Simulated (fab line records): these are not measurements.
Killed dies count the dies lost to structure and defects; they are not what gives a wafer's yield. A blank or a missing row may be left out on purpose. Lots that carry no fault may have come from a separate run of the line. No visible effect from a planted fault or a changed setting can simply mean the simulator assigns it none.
Commonality check across tools || flow n5Finfet || Sampled: 10 lots, 30 wafers

## REASON IT WAS OPENED
At N5_BEOL_M12_OVL_MEAS_29 the reading M12_OVL is flagged on 3 of 10 lots. Fault-free wafers read 0 nm, with a standard deviation of 4.9.
Rule: a lot is flagged in two cases, either no wafer of it has a number, or all its wafers with numbers fall more than 4 standard deviations from that mean. The other lots count as sound.

{"lot": "L359", "measured": "day 11 10:08", "on": "overlay-02", "M12_OVL (nm), wafer by wafer": "6 3 0", "flag": ""}
{"lot": "L360", "measured": "day 11 14:48", "on": "overlay-02", "M12_OVL (nm), wafer by wafer": "-3 -4 2", "flag": ""}
{"lot": "L363", "measured": "day 12 12:59", "on": "overlay-02", "M12_OVL (nm), wafer by wafer": "-1 -6 -6", "flag": ""}
{"lot": "L366", "measured": "day 13 06:44", "on": "overlay-02", "M12_OVL (nm), wafer by wafer": "-11 -9 -9", "flag": ""}
{"lot": "L369", "measured": "day 13 18:49", "on": "overlay-01", "M12_OVL (nm), wafer by wafer": "4 7 5", "flag": ""}
{"lot": "L377", "measured": "day 15 21:37", "on": "overlay-02", "M12_OVL (nm), wafer by wafer": "30 27 33", "flag": "FLAGGED"}
{"lot": "L378", "measured": "day 15 22:15", "on": "overlay-01", "M12_OVL (nm), wafer by wafer": "27 30 38", "flag": "FLAGGED"}
{"lot": "L379", "measured": "day 16 06:26", "on": "overlay-01", "M12_OVL (nm), wafer by wafer": "30 31 27", "flag": "FLAGGED"}
{"lot": "L380", "measured": "day 16 15:59", "on": "overlay-01", "M12_OVL (nm), wafer by wafer": "4 -8 -6", "flag": ""}
{"lot": "L381", "measured": "day 17 14:47", "on": "overlay-01", "M12_OVL (nm), wafer by wafer": "0 -6 -8", "flag": ""}
Average over the flagged lots: 30 nm; offset from the usual +30 nm, equal to +6 standard deviations.

## LOT BY LOT: THE TOOL USED
3 process steps preceding the reading are held in the record, out of 1938 steps in the route. Every cell lists first the tool, next ch and the chambers used by the sampled wafers, and last the start.
{"lot": "L359", "flag": "", "N5_BEOL_M12_DESCUM_15": "rieDiel-01 ch 1,2,3, day 11 09:17", "N5_BEOL_M12_ETCH_59": "rieDiel-01 ch 1,2,3, day 11 09:19", "N5_BEOL_M12_EXPOSE_25": "krfScanner-01 ch 0, day 11 09:56"}
{"lot": "L360", "flag": "", "N5_BEOL_M12_DESCUM_15": "rieDiel-01 ch 0,3, day 11 13:57", "N5_BEOL_M12_ETCH_59": "rieDiel-01 ch 0,3, day 11 13:59", "N5_BEOL_M12_EXPOSE_25": "krfScanner-02 ch 0, day 11 14:37"}
{"lot": "L363", "flag": "", "N5_BEOL_M12_DESCUM_15": "rieDiel-03 ch 0,1,2, day 12 12:01", "N5_BEOL_M12_ETCH_59": "rieDiel-03 ch 0,1,2, day 12 12:03", "N5_BEOL_M12_EXPOSE_25": "krfScanner-02 ch 0, day 12 12:47"}
{"lot": "L366", "flag": "", "N5_BEOL_M12_DESCUM_15": "rieDiel-05 ch 0,2,3, day 13 05:43", "N5_BEOL_M12_ETCH_59": "rieDiel-05 ch 0,2,3, day 13 05:45", "N5_BEOL_M12_EXPOSE_25": "krfScanner-02 ch 0, day 13 06:32"}
{"lot": "L369", "flag": "", "N5_BEOL_M12_DESCUM_15": "rieDiel-01 ch 0,1, day 13 17:57", "N5_BEOL_M12_ETCH_59": "rieDiel-01 ch 0,1, day 13 17:59", "N5_BEOL_M12_EXPOSE_25": "krfScanner-02 ch 0, day 13 18:37"}
{"lot": "L377", "flag": "FLAGGED", "N5_BEOL_M12_DESCUM_15": "rieDiel-05 ch 1,2, day 15 20:43", "N5_BEOL_M12_ETCH_59": "rieDiel-05 ch 1,2, day 15 20:45", "N5_BEOL_M12_EXPOSE_25": "krfScanner-02 ch 0, day 15 21:25"}
{"lot": "L378", "flag": "FLAGGED", "N5_BEOL_M12_DESCUM_15": "rieDiel-03 ch 1,2, day 15 21:20", "N5_BEOL_M12_ETCH_59": "rieDiel-03 ch 1,2, day 15 21:23", "N5_BEOL_M12_EXPOSE_25": "krfScanner-02 ch 0, day 15 22:03"}
{"lot": "L379", "flag": "FLAGGED", "N5_BEOL_M12_DESCUM_15": "rieDiel-05 ch 1,2, day 16 05:35", "N5_BEOL_M12_ETCH_59": "rieDiel-05 ch 1,2, day 16 05:37", "N5_BEOL_M12_EXPOSE_25": "krfScanner-02 ch 0, day 16 06:15"}
{"lot": "L380", "flag": "", "N5_BEOL_M12_DESCUM_15": "rieDiel-03 ch 0,1, day 16 15:00", "N5_BEOL_M12_ETCH_59": "rieDiel-03 ch 0,1, day 16 15:02", "N5_BEOL_M12_EXPOSE_25": "krfScanner-01 ch 0, day 16 15:46"}
{"lot": "L381", "flag": "", "N5_BEOL_M12_DESCUM_15": "rieDiel-05 ch 0,1,2, day 17 13:43", "N5_BEOL_M12_ETCH_59": "rieDiel-05 ch 0,1,2, day 17 13:45", "N5_BEOL_M12_EXPOSE_25": "krfScanner-01 ch 0, day 17 14:35"}
What these steps do:
- N5_BEOL_M12_DESCUM_15: chemistry O2, time 7.9 s.
- N5_BEOL_M12_ETCH_59: etches BARC in N2/H2, target depth 89 nm, overetch 26.7 nm, time 67.9 s.
- N5_BEOL_M12_EXPOSE_25: exposes mask M12.
- N5_BEOL_M12_OVL_MEAS_29

## FLAGGED AGAINST TOTAL, ONE TOOL AT A TIME (gauges that did the reading follow at the end)
{"step": "N5_BEOL_M12_DESCUM_15", "tool": "rieDiel-01", "lots run": 3, "flagged": 0, "share of the flagged lots": "none", "sound lots run after its first flagged lot": "-"}
{"step": "N5_BEOL_M12_DESCUM_15", "tool": "rieDiel-03", "lots run": 3, "flagged": 1, "share of the flagged lots": "some", "sound lots run after its first flagged lot": "1 (L380)"}
{"step": "N5_BEOL_M12_DESCUM_15", "tool": "rieDiel-05", "lots run": 4, "flagged": 2, "share of the flagged lots": "some", "sound lots run after its first flagged lot": "1 (L381)"}
{"step": "N5_BEOL_M12_ETCH_59", "tool": "rieDiel-01", "lots run": 3, "flagged": 0, "share of the flagged lots": "none", "sound lots run after its first flagged lot": "-"}
{"step": "N5_BEOL_M12_ETCH_59", "tool": "rieDiel-03", "lots run": 3, "flagged": 1, "share of the flagged lots": "some", "sound lots run after its first flagged lot": "1 (L380)"}
{"step": "N5_BEOL_M12_ETCH_59", "tool": "rieDiel-05", "lots run": 4, "flagged": 2, "share of the flagged lots": "some", "sound lots run after its first flagged lot": "1 (L381)"}
{"step": "N5_BEOL_M12_EXPOSE_25", "tool": "krfScanner-01", "lots run": 3, "flagged": 0, "share of the flagged lots": "none", "sound lots run after its first flagged lot": "-"}
{"step": "N5_BEOL_M12_EXPOSE_25", "tool": "krfScanner-02", "lots run": 7, "flagged": 3, "share of the flagged lots": "all", "sound lots run after its first flagged lot": 0}
{"step": "N5_BEOL_M12_OVL_MEAS_29", "tool": "overlay-01", "lots run": 5, "flagged": 2, "share of the flagged lots": "some", "sound lots run after its first flagged lot": "2 (L380,L381)"}
{"step": "N5_BEOL_M12_OVL_MEAS_29", "tool": "overlay-02", "lots run": 5, "flagged": 1, "share of the flagged lots": "some", "sound lots run after its first flagged lot": 0}

## WHAT THE TABLE PERMITS
All flagged lots share 1 row of the table, namely krfScanner-02 at N5_BEOL_M12_EXPOSE_25.
- krfScanner-02 at N5_BEOL_M12_EXPOSE_25: 3 of its 7 lots flagged. A fault beginning between L369 (day 13 18:37), its last sound lot, and L377 (day 15 21:25), its first flagged one, fits the data.
One tool is left: krfScanner-02 at N5_BEOL_M12_EXPOSE_25.

## WHAT THE SIMULATOR PUT IN
Scanner matching overlay: krfScanner-02, from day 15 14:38 on, at N5_BEOL_M12_EXPOSE_25. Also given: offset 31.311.
Struck lots among those shown: L377, L378, L379. The rule above reached the same finding.
